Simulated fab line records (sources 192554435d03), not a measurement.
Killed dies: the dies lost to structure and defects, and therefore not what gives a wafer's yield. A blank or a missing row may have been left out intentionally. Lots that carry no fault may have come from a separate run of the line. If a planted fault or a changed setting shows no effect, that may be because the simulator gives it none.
Chamber matching    flow n5Finfet    N5_BEOL_M9_STRIP_19 on rieDiel-05 has 4 sister chambers
The step strips in O2. 4 wafers are shown with their chamber, then 8 later ones without.

## WAFERS PAIRED WITH THEIR CHAMBERS
wafer   chamber  showerheadPlenumPTorr (Torr)
L086.6  0        1.98
L091.2  3        1.99
L091.4  2        2.13
L092.2  1        1.94

## WAFERS MISSING THEIR CHAMBER
wafer   showerheadPlenumPTorr (Torr)
L092.4  2.13
L092.5  1.98
L095.3  2.13
L095.5  2.13
L095.6  2.23
L097.3  1.98
L097.4  2.13
L097.5  1.98

## CHAMBER TAKEN BY EACH
wafer    from the rows above            in truth
L092.4   2                              2
L092.5   can't be placed: 0 or 3 or 1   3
L095.3   2                              2
L095.5   2                              2
L095.6   2                              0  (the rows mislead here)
L097.3   can't be placed: 0 or 3 or 1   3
L097.4   2                              2
L097.5   can't be placed: 0 or 3 or 1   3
Placed correctly: 4 of 8. Unplaceable from these rows: 3, with the true chamber sitting among the candidates in 3. Placed wrongly: 1.
How it was worked out, from the rows above alone: a wafer's distance from a chamber is the root of the sum, over the readings, of the square of ((its reading less the chamber's mean) divided by the reading's scatter). The wafer belongs to the nearest chamber; if the next one is less than 2 further off, it can't be placed. The mean given for a chamber averages the wafers shown for that chamber. The scatter (one wafer shown for each chamber): square how far every hidden wafer sits from the nearest shown wafer, average those squares and take the square root.
